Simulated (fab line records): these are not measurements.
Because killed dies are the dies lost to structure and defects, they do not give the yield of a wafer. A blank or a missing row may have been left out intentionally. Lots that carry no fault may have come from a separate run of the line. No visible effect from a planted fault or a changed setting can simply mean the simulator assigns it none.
fab line records    flow nand-harc    part 1 of 2: steps 1 to 21 of 31
record: lots: 5  wafers: 15  last-day: 33
route steps=1302 shown A_CHANNEL_HOLE_D2@596 A_CHANNEL_FILL_D2@610
lots with no fault: from the same line, run without faults
start-h: hours from the record's first day to the start of the lot's first wafer shown    wait-h: hours since the lot's step before    " same as the row above    L1.1+2: one row covering several wafers at once    - no value, or no start given    * or withheld: withheld    < > ~ a bound
route shown NAME@n: a module of which the file shows steps, and the number in the route of the first    usual: average and standard deviation across the fault-free wafers    same: alike in all rows    chamber/n: place in a boat    sites: each site's reading    _std_site: the values' standard deviation    _edge_site: inner sites' mean taken away from outer sites' mean    radius-mm: how far each site lies from the wafer's centre    mask NAME#n: copy n    behind: tool/chamber where the wafer was last shaped    hold: cause of the lot's hold/its duration in hours/its outcome    device: the n, p or np transistor that did not switch    end of line: tests run on the same wafers once the route is complete    for a step that has no rows: nothing shown but its recipe    killed: dies that structure and defects cost at the first sort, which is not the same as the wafer's yield    map: shows each die of a wafer: x if killed, . if not, _ if none is there
set.NAME: the setting the step ran with; set.NAME@STEP: the setting that earlier step ran with    model.NAME: the simulator's own value behind a step, which no gauge read
certain route steps with their lots: each step a table, each wafer a row
services: a tool's chamber out of use, with start hour (start-h, from the record's first day; less than 0 if before it), hours out, and reason
== steps ==
step: NHARC_A_CHANNEL_HOLE_D2_ETCH_24
recipe: bias-v: 5000  source-w: withheld  pressure-mtorr: 20  time-s: 906.2  ar-flow-sccm: 375  c4f8-flow-sccm: 93.8  o2-flow-sccm: 31.2  temp-c: -20  target-depth-a: 15000  chemistry: C4F8/O2/Ar
usual: drypump-motor-current-A: 5.6/0.41  showerhead-plenum-p-Torr: 3.64/0.14  throttle-valve-pct: 32.235/0.0094
lot.wafer  tool         chamber  start-h  wait-h  drypump-motor-current-A  rf-hours-counter-h  showerhead-plenum-p-Torr  throttle-valve-pct
L076.2     har-etch-01  1        309.40   0.6     6.1                      155                 3.69                      32.237
L076.1     "            0        "        "       5.2                      155                 3.49                      32.236
L076.5     "            0        "        "       5.2                      -                   3.49                      32.240
L081.2     har-etch-01  0        368.13   0.6     5.2                      189                 3.47                      32.238
L081.3     "            1        "        "       6.1                      -                   3.67                      32.238
L081.5     "            0        "        "       5.2                      -                   3.47                      32.237
L089.1     har-etch-01  1        444.77   0.6     6.1                      227                 3.65                      32.237
L089.4     "            0        "        "       5.2                      -                   3.45                      32.231
L089.6     "            1        "        "       6.1                      -                   3.65                      32.251
L091.1     har-etch-01  1        468.89   0.6     6.1                      246                 3.64                      32.244
L091.3     "            0        "        "       5.2                      -                   3.44                      32.246
L091.4     "            1        "        "       6.1                      -                   3.64                      32.217
L097.1     har-etch-02  1        537.40   0.6     5.8                      86                  3.88                      32.249
L097.2     "            0        "        "       5.1                      86                  3.65                      32.223
L097.6     "            1        "        "       5.8                      -                   3.88                      32.230
step: NHARC_A_CHANNEL_HOLE_D2_ETCH_25
recipe: bias-v: 5000  source-w: withheld  pressure-mtorr: 20  time-s: 1040.2  ar-flow-sccm: 375  c4f8-flow-sccm: 93.8  o2-flow-sccm: 31.2  temp-c: -20  target-depth-a: 15000  chemistry: C4F8/O2/Ar
usual: drypump-motor-current-A: 5.5/0.41  showerhead-plenum-p-Torr: 3.64/0.14  throttle-valve-pct: 32.235/0.009
lot.wafer  tool         chamber  start-h  wait-h  drypump-motor-current-A  rf-hours-counter-h  showerhead-plenum-p-Torr  throttle-valve-pct
L076.2     har-etch-01  1        310.18   0.7     6.1                      155                 3.69                      32.237
L076.1     "            0        "        "       5.2                      155                 3.49                      32.241
L076.5     "            0        "        "       5.2                      -                   3.49                      32.223
L081.2     har-etch-01  0        368.89   0.6     5.3                      190                 3.47                      32.245
L081.3     "            1        "        "       6.1                      -                   3.67                      32.242
L081.5     "            0        "        "       5.2                      -                   3.47                      32.231
L089.1     har-etch-01  1        445.55   0.6     6.1                      228                 3.65                      32.229
L089.4     "            0        "        "       5.2                      -                   3.45                      32.248
L089.6     "            1        "        "       6.1                      -                   3.65                      32.231
L091.1     har-etch-01  1        469.67   0.7     6.1                      247                 3.64                      32.223
L091.3     "            0        "        "       5.2                      -                   3.44                      32.239
L091.4     "            1        "        "       6.1                      -                   3.64                      32.233
L097.1     har-etch-02  1        538.17   0.6     5.8                      87                  3.88                      32.243
L097.2     "            0        "        "       5.0                      87                  3.65                      32.251
L097.6     "            1        "        "       5.8                      -                   3.88                      32.224
step: NHARC_A_CHANNEL_HOLE_D2_ETCH_26
recipe: bias-v: 300  source-w: 2000  pressure-mtorr: 30  time-s: 224.1  ar-flow-sccm: 375  c4f8-flow-sccm: 11.4  o2-flow-sccm: 113.6  temp-c: -20  target-depth-a: 3000  chemistry: C4F8/O2/Ar
usual: drypump-motor-current-A: 5.5/0.41  showerhead-plenum-p-Torr: 3.69/0.15  throttle-valve-pct: 24.584/0.0093
lot.wafer  tool         chamber  start-h  wait-h  drypump-motor-current-A  rf-hours-counter-h  showerhead-plenum-p-Torr  throttle-valve-pct
L076.2     har-etch-01  1        311.06   0.7     6.1                      156                 3.74                      24.591
L076.1     "            0        "        "       5.2                      156                 3.53                      24.585
L076.5     "            0        "        "       5.3                      -                   3.52                      24.570
L081.2     har-etch-01  0        369.77   0.7     5.2                      190                 3.51                      24.582
L081.3     "            1        "        "       6.1                      -                   3.72                      24.591
L081.5     "            0        "        "       5.2                      -                   3.51                      24.572
L089.1     har-etch-01  1        446.44   0.7     6.1                      228                 3.70                      24.577
L089.4     "            0        "        "       5.2                      -                   3.49                      24.576
L089.6     "            1        "        "       6.1                      -                   3.70                      24.577
L091.1     har-etch-01  1        470.42   0.6     6.1                      248                 3.69                      24.600
L091.3     "            0        "        "       5.2                      -                   3.47                      24.584
L091.4     "            1        "        "       6.1                      -                   3.69                      24.583
L097.1     har-etch-02  1        539.05   0.7     5.8                      88                  3.94                      24.583
L097.2     "            0        "        "       5.1                      88                  3.70                      24.567
L097.6     "            1        "        "       5.7                      -                   3.94                      24.579
step: NHARC_A_CHANNEL_HOLE_D2_ETCH_27
recipe: bias-v: 400  source-w: 2000  pressure-mtorr: 25  time-s: 90  ar-flow-sccm: 375  c4f8-flow-sccm: 41.7  o2-flow-sccm: 83.3  temp-c: -20  target-depth-a: 4000  chemistry: C4F8/O2/Ar
usual: drypump-motor-current-A: 5.5/0.41  showerhead-plenum-p-Torr: 3.68/0.15  throttle-valve-pct: 27.618/0.0072
lot.wafer  tool         chamber  start-h  wait-h  drypump-motor-current-A  rf-hours-counter-h  showerhead-plenum-p-Torr  throttle-valve-pct
L076.2     har-etch-01  1        311.26   0.2     6.1                      156                 3.73                      27.625
L076.1     "            0        "        "       5.2                      156                 3.52                      27.627
L076.5     "            0        "        "       5.2                      -                   3.52                      27.629
L081.2     har-etch-01  0        369.98   0.2     5.2                      191                 3.51                      27.626
L081.3     "            1        "        "       6.1                      -                   3.71                      27.630
L081.5     "            0        "        "       5.2                      -                   3.50                      27.618
L089.1     har-etch-01  1        446.64   0.2     6.1                      229                 3.69                      27.620
L089.4     "            0        "        "       5.2                      -                   3.48                      27.627
L089.6     "            1        "        "       6.1                      -                   3.69                      27.617
L091.1     har-etch-01  1        470.62   0.2     6.1                      248                 3.68                      27.621
L091.3     "            0        "        "       5.3                      -                   3.47                      27.604
L091.4     "            1        "        "       6.1                      -                   3.68                      27.612
L097.1     har-etch-02  1        539.25   0.2     5.7                      88                  3.93                      27.613
L097.2     "            0        "        "       5.1                      88                  3.69                      27.615
L097.6     "            1        "        "       5.8                      -                   3.93                      27.613
step: NHARC_A_CHANNEL_HOLE_D2_STRIP_41
recipe: n2-flow-sccm: 150  h2-flow-sccm: 150  ar-flow-sccm: 0  bias-w: 0  chemistry: N2/H2
lot.wafer   tool         chamber  start-h  wait-h
L076.2+1+5  rie-diel-08  1,3,1    311.79   0.5
L081.3+2+5  rie-diel-05  2,3,2    370.51   0.4
L089.1+4+6  rie-diel-08  3,0,2    447.20   0.5
L091.3+1+4  rie-diel-12  0,1,2    471.14   0.5
L097.1+2+6  rie-diel-12  2,1,2    539.78   0.5
step: NHARC_A_CHANNEL_HOLE_D2_STRIP_42
recipe: cf4-flow-sccm: 100  chf3-flow-sccm: 30  ar-flow-sccm: 0  bias-w: 0  chemistry: CF4/CHF3
lot.wafer   tool         chamber  start-h  wait-h
L076.1+2+5  rie-diel-08  2,0,1    311.88   0.1
L081.3+2+5  rie-diel-05  3,0,3    370.60   0.1
L089.1+4+6  rie-diel-08  3,0,2    447.29   0.1
L091.1+4+3  rie-diel-12  3,1,2    471.22   0.1
L097.1+2+6  rie-diel-12  2,1,3    539.88   0.1
step: NHARC_A_CHANNEL_HOLE_D2_STRIP_43
recipe: o2-flow-sccm: 400  cos-flow-sccm: 20  ar-flow-sccm: 0  bias-w: 0  chemistry: O2/COS
lot.wafer   tool         chamber  start-h  wait-h
L076.1+2+5  rie-diel-08  3,1,2    311.95   0.1
L081.2+3+5  rie-diel-05  0,1,3    370.66   0.1
L089.1+6+4  rie-diel-08  3,3,0    447.36   0.1
L091.1+4+3  rie-diel-12  2,0,1    471.28   0.1
L097.2+1+6  rie-diel-12  1,2,2    539.94   0.0
step: NHARC_A_CHANNEL_HOLE_D2_ETCH_44
recipe: target-depth-a: 1400  overetch-a: 140  time-s: 77  ion-energy-ev: 100  cf4-flow-sccm: 80  o2-flow-sccm: 20  ar-flow-sccm: 0  rf-w: 300  bias-w: 100  chemistry: CF4/O2
usual: cf4-flow-sccm: 79.99/0.23  drypump-motor-current-A: 5.6/0.34  oes_ar_750_au: 1.000/0.0046  oes-product-au: 1.003/0.013  rf-vpp-V: 197.8/1.4  showerhead-plenum-p-Torr: 1.33/0.055  throttle-valve-pct: 13.397/0.0087
lot.wafer  tool         chamber  start-h  wait-h  cf4-flow-sccm  drypump-motor-current-A  oes_ar_750_au  oes-product-au  rf-hours-counter-h  rf-vpp-V  showerhead-plenum-p-Torr  throttle-valve-pct
L076.2     rie-diel-08  0        312.00   0.0     79.72          5.9                      1.008          1.001           8                   196.5     1.27                      13.396
L076.1     "            3        "        "       80.07          6.0                      1.001          0.994           7                   198.3     1.35                      13.383
L076.5     "            1        "        "       79.67          4.9                      0.992          0.997           -                   197.1     1.27                      13.389
L081.2     rie-diel-05  1        370.73   0.1     80.04          5.8                      0.999          0.972           8                   197.9     1.38                      13.396
L081.3     "            3        "        "       79.96          5.4                      1.004          0.999           8                   197.3     1.31                      13.400
L081.5     "            1        "        "       79.98          5.8                      1.002          0.972           -                   198.2     1.38                      13.399
L089.1     rie-diel-08  3        447.43   0.1     80.24          6.0                      1.005          1.016           4                   200.0     1.35                      13.385
L089.6     "            2        "        "       80.45          5.4                      0.997          0.992           -                   195.4     1.24                      13.408
L089.4     "            3        "        "       80.25          6.1                      1.003          1.023           -                   197.0     1.35                      13.385
L091.3     rie-diel-12  3        471.35   0.0     80.13          6.0                      1.002          1.011           1                   199.4     1.37                      13.412
L091.1     "            1        "        "       80.02          5.2                      0.998          0.985           1                   196.1     1.27                      13.402
L091.4     "            2        "        "       80.21          5.2                      0.999          1.023           1                   197.9     1.34                      13.394
L097.2     rie-diel-12  0        540.00   0.1     80.03          5.7                      1.010          1.006           4                   197.1     1.29                      13.408
L097.1     "            1        "        "       80.20          5.2                      0.999          1.003           4                   197.2     1.27                      13.390
L097.6     "            1        "        "       79.77          5.2                      1.000          0.999           -                   197.8     1.27                      13.385
step: NHARC_A_CHANNEL_HOLE_D2_STRIP_28
recipe: o2-flow-sccm: 500  ar-flow-sccm: 0  bias-w: 0  chemistry: O2
usual: drypump-motor-current-A: 5.6/0.34  oes-product-au: 1.001/0.013  rf-vpp-V: 57.8/0.85  showerhead-plenum-p-Torr: 3.52/0.14  throttle-valve-pct: 17.036/0.0084
lot.wafer  tool         chamber  start-h  wait-h  drypump-motor-current-A  oes-product-au  rf-hours-counter-h  rf-vpp-V  showerhead-plenum-p-Torr  throttle-valve-pct
L076.2     rie-diel-08  3        -        -       6.1                      0.995           7                   57.6      3.58                      17.032
L076.1     "            0        "        "       5.9                      0.998           8                   57.4      3.35                      17.032
L076.5     "            2        "        "       5.4                      1.009           -                   57.4      3.30                      17.039
L081.2     rie-diel-05  2        -        -       5.9                      0.990           8                   58.0      3.71                      17.038
L081.3     "            0        "        "       5.7                      1.008           8                   58.3      3.67                      17.041
L081.5     "            2        "        "       5.9                      0.998           -                   59.4      3.71                      17.036
L089.1     rie-diel-08  2        -        -       5.4                      0.985           3                   57.9      3.30                      17.046
L089.4     "            3        "        "       6.1                      1.022           -                   57.4      3.57                      17.043
L089.6     "            0        "        "       5.9                      0.969           -                   56.1      3.35                      17.023
L091.1     rie-diel-12  2        -        -       5.2                      1.012           1                   58.5      3.53                      17.040
L091.3     "            3        "        "       6.0                      1.006           1                   57.9      3.63                      17.030
L091.4     "            0        "        "       5.7                      1.007           1                   55.5      3.42                      17.037
L097.2     rie-diel-12  2        -        -       5.2                      1.011           4                   57.1      3.53                      17.031
L097.1     "            0        "        "       5.7                      0.997           4                   59.3      3.42                      17.033
L097.6     "            3        "        "       6.1                      1.004           -                   58.3      3.63                      17.036
step: NHARC_A_CHANNEL_HOLE_D2_PRECLEAN_29
recipe: time-s: *  temp-c: 50  bath-age-min: 0  chemistry: SC1
usual: diw-flow-mL-min: 1415/4.1
lot.wafer  tool          chamber  start-h  wait-h  diw-flow-mL-min
L076.1     wet-bench-07  2        312.67   -       1418
L076.5     "             3        "        "       1411
L076.2     "             4        "        "       1417
L081.5     wet-bench-01  1        371.39   -       1413
L081.3     "             2        "        "       1418
L081.2     "             3        "        "       1414
L089.1     wet-bench-01  1        448.20   -       1412
L089.6     "             2        "        "       1415
L089.4     "             6        "        "       1419
L091.1     wet-bench-07  1        472.02   -       1413
L091.3     "             2        "        "       1416
L091.4     "             3        "        "       1417
L097.1     wet-bench-01  6        540.66   -       1411
L097.2     "             1        "        "       1408
L097.6     "             2        "        "       1415
step: NHARC_A_CHANNEL_HOLE_D2_SRD_30
lot.wafer   tool          chamber  start-h  wait-h
L076.1+5+2  wet-bench-07  2,3,4    -        -
L081.5+3+2  wet-bench-01  1,2,3    -        -
L089.1+6+4  wet-bench-01  1,2,6    -        -
L091.1+3+4  wet-bench-07  1,2,3    -        -
L097.1+2+6  wet-bench-01  6,1,2    -        -
step: NHARC_A_CHANNEL_HOLE_D2_CD_MEAS_31
usual: cd-nm: 89.4/1.3
lot.wafer  tool       chamber  start-h  wait-h  cd-nm
L076.1     cd-sem-01  -        312.80   -       91.1
L076.2     "          -        "        "       85.3
L076.5     "          -        "        "       90.6
L081.2     cd-sem-01  -        371.53   -       87.9
L081.3     "          -        "        "       90.3
L081.5     "          -        "        "       89.2
L089.1     cd-sem-01  -        448.34   -       89.8
L089.4     "          -        "        "       90.2
L089.6     "          -        "        "       88.2
L091.1     cd-sem-01  -        472.15   -       88.3
L091.3     "          -        "        "       89.5
L091.4     "          -        "        "       89.1
L097.1     cd-sem-01  -        540.80   -       88.8
L097.2     "          -        "        "       88.4
L097.6     "          -        "        "       89.8
step: NHARC_A_CHANNEL_HOLE_D2_XSEM_32
recipe: landing-energy-ev: 35000
usual: bot-cd-nm: 73.8/1.4  bow-nm: 8.61/0.29  tilt-deg: 0.07/0.031
lot.wafer  tool     chamber  start-h  wait-h  bot-cd-nm  bow-nm  tilt-deg
L076.1     xsem-02  0        312.91   0.1     75.7       8.66    0.08
L076.2     "        0        "        "       69.3       8.65    0.08
L076.5     "        0        "        "       75.4       8.63    0.08
L081.2     xsem-02  0        371.62   0.1     71.7       8.65    0.09
L081.3     "        0        "        "       74.4       8.74    0.09
L081.5     "        0        "        "       72.3       8.66    0.09
L089.1     xsem-02  0        448.43   0.1     74.5       8.96    0.07
L089.4     "        0        "        "       75.5       8.96    0.06
L089.6     "        0        "        "       72.3       9.00    0.07
L091.1     xsem-02  0        472.24   0.1     73.7       8.92    0.10
L091.3     "        0        "        "       74.4       8.82    0.10
L091.4     "        0        "        "       73.9       8.89    0.10
L097.1     xsem-01  0        540.88   0.1     74.1       8.50    0.02
L097.2     "        0        "        "       74.6       8.51    0.02
L097.6     "        0        "        "       75.0       8.52    0.02
step: NHARC_A_CHANNEL_HOLE_D2_INSPECT_40
usual: raw-defect-count: 295/88
lot.wafer  tool               chamber  start-h  wait-h  raw-defect-count
L076.1     defect-inspect-02  -        313.00   -       361
L076.2     "                  -        "        "       252
L076.5     "                  -        "        "       463
L081.2     defect-inspect-01  -        371.71   -       496
L081.3     "                  -        "        "       436
L081.5     "                  -        "        "       465
L089.1     defect-inspect-01  -        448.53   -       433
L089.4     "                  -        "        "       256
L089.6     "                  -        "        "       382
L091.1     defect-inspect-01  -        472.34   -       278
L091.3     "                  -        "        "       355
L091.4     "                  -        "        "       413
L097.1     defect-inspect-01  -        540.98   -       149
L097.2     "                  -        "        "       174
L097.6     "                  -        "        "       221
step: NHARC_A_CHANNEL_FILL_D2_PRECLEAN_00
recipe: time-s: *  temp-c: 50  bath-age-min: 0  chemistry: SC1
usual: diw-flow-mL-min: 1415/4
lot.wafer  tool          chamber  start-h  wait-h  diw-flow-mL-min
L076.2     wet-bench-09  0        313.07   0.1     1417
L076.1     "             2        "        "       1419
L076.5     "             3        "        "       1406
L081.5     wet-bench-02  2        371.77   0.1     1412
L081.3     "             3        "        "       1422
L081.2     "             5        "        "       1413
L089.4     wet-bench-03  1        448.59   0.1     1428
L089.1     "             3        "        "       1417
L089.6     "             4        "        "       1415
L091.3     wet-bench-09  3        472.39   0.0     1413
L091.4     "             4        "        "       1415
L091.1     "             7        "        "       1415
L097.6     wet-bench-09  3        541.03   0.0     1411
L097.2     "             4        "        "       1410
L097.1     "             7        "        "       1416
step: NHARC_A_CHANNEL_FILL_D2_SRD_01
lot.wafer   tool          chamber  start-h  wait-h
L076.2+1+5  wet-bench-09  0,2,3    -        -
L081.5+3+2  wet-bench-02  2,3,5    -        -
L089.4+1+6  wet-bench-03  1,3,4    -        -
L091.3+4+1  wet-bench-09  3,4,7    -        -
L097.6+2+1  wet-bench-09  3,4,7    -        -
step: NHARC_A_CHANNEL_FILL_D2_ALD_02
recipe: target-thk-a: 60  pulse-time-s: 10  ald-cycles: 60  temp-c: 300  material: SiO2
usual: heater-power-w: 485/57  precursor-pulse-height-rel: 1.003/0.022
same: pulse-time-s: 10
lot.wafer  tool       chamber  start-h  wait-h  heater-power-w  precursor-pulse-height-rel
L076.2     ald-hk-03  3        313.20   -       529             1.022
L076.1     "          1        "        "       435             0.990
L076.5     "          3        "        "       535             1.028
L081.2     ald-hk-03  3        371.98   -       532             1.029
L081.3     "          0        "        "       436             0.997
L081.5     "          3        "        "       537             0.965
L089.4     ald-hk-04  2        448.80   -       466             1.024
L089.1     "          3        "        "       472             0.995
L089.6     "          1        "        "       528             1.006
L091.4     ald-hk-04  0        472.53   -       544             1.010
L091.1     "          1        "        "       508             0.964
L091.3     "          3        "        "       481             1.019
L097.1     ald-hk-03  0        541.24   -       449             1.024
L097.2     "          2        "        "       388             0.970
L097.6     "          3        "        "       555             0.995
step: NHARC_A_CHANNEL_FILL_D2_ALD_03
recipe: target-thk-a: 60  pulse-time-s: 60  ald-cycles: 58  temp-c: 630  pressure-torr: 2  material: SiNx
usual: precursor-pulse-height-rel: 0.999/0.019
same: pulse-time-s: 60
lot.wafer  tool              chamber  start-h  wait-h  precursor-pulse-height-rel
L076.1     ald-sin-batch-01  0        -        -       0.999
L076.2     "                 0        "        "       0.965
L076.5     "                 0        "        "       1.000
L081.2     ald-sin-batch-01  0        -        -       1.021
L081.3     "                 0        "        "       1.024
L081.5     "                 0        "        "       0.977
L089.1     ald-sin-batch-02  0        -        -       0.988
L089.4     "                 0        "        "       0.994
L089.6     "                 0        "        "       1.008
L091.1     ald-sin-batch-03  0        -        -       0.997
L091.3     "                 0        "        "       1.014
L091.4     "                 0        "        "       0.999
L097.1     ald-sin-batch-01  0        -        -       0.987
L097.2     "                 0        "        "       1.000
L097.6     "                 0        "        "       1.011
step: NHARC_A_CHANNEL_FILL_D2_ALD_14
recipe: target-thk-a: 25  pulse-time-s: 10  ald-cycles: 25  temp-c: 300  material: SiO2
usual: heater-power-w: 487/53  precursor-pulse-height-rel: 1.001/0.021
same: pulse-time-s: 10
lot.wafer  tool       chamber  start-h  wait-h  heater-power-w  precursor-pulse-height-rel
L076.2     ald-hk-04  1        320.24   0.0     519             0.992
L076.1     "          2        "        "       482             1.005
L076.5     "          1        "        "       518             1.005
L081.3     ald-hk-04  3        376.53   0.3     481             0.973
L081.2     "          0        "        "       578             0.963
L081.5     "          2        "        "       498             1.012
L089.4     ald-hk-03  0        455.93   0.5     456             1.051
L089.1     "          1        "        "       475             1.006
L089.6     "          0        "        "       447             0.965
L091.3     ald-hk-03  0        479.73   0.2     444             0.993
L091.4     "          2        "        "       373             1.014
L091.1     "          3        "        "       537             1.011
L097.2     ald-hk-01  3        548.25   0.1     433             0.984
L097.1     "          0        "        "       516             0.964
L097.6     "          1        "        "       548             0.996
step: NHARC_A_CHANNEL_FILL_D2_ALD_15
recipe: target-thk-a: 20  pulse-time-s: 60  ald-cycles: 19  temp-c: 630  pressure-torr: 2  material: SiNx
usual: precursor-pulse-height-rel: 1.000/0.022
same: pulse-time-s: 60
lot.wafer  tool              chamber  start-h  wait-h  precursor-pulse-height-rel
L076.1     ald-sin-batch-03  0        -        -       0.993
L076.2     "                 0        "        "       0.964
L076.5     "                 0        "        "       1.007
L081.2     ald-sin-batch-01  0        -        -       1.024
L081.3     "                 0        "        "       1.028
L081.5     "                 0        "        "       0.991
L089.1     ald-sin-batch-01  0        -        -       0.968
L089.4     "                 0        "        "       0.999
L089.6     "                 0        "        "       1.020
L091.1     ald-sin-batch-01  0        -        -       1.000
L091.3     "                 0        "        "       1.041
L091.4     "                 0        "        "       1.027
L097.1     ald-sin-batch-03  0        -        -       1.030
L097.2     "                 0        "        "       1.021
L097.6     "                 0        "        "       0.997
step: NHARC_A_CHANNEL_FILL_D2_ALD_16
recipe: target-thk-a: 15  pulse-time-s: 10  ald-cycles: 15  temp-c: 300  material: SiO2
usual: heater-power-w: 483/52  precursor-pulse-height-rel: 1.000/0.02
same: pulse-time-s: 10
lot.wafer  tool       chamber  start-h  wait-h  heater-power-w  precursor-pulse-height-rel
L076.2     ald-hk-03  1        325.44   0.0     442             1.000
L076.1     "          3        "        "       533             0.995
L076.5     "          1        "        "       458             0.984
L081.3     ald-hk-03  1        381.46   0.1     451             1.003
L081.2     "          2        "        "       375             0.996
L081.5     "          0        "        "       443             0.983
L089.4     ald-hk-03  1        460.89   0.1     484             0.999
L089.1     "          2        "        "       374             1.036
L089.6     "          1        "        "       472             0.995
L091.3     ald-hk-03  1        487.97   3.1     482             1.018
L091.1     "          3        "        "       531             0.984
L091.4     "          0        "        "       453             0.965
L097.1     ald-hk-04  2        553.33   0.0     466             0.970
L097.2     "          1        "        "       512             0.979
L097.6     "          3        "        "       472             1.009
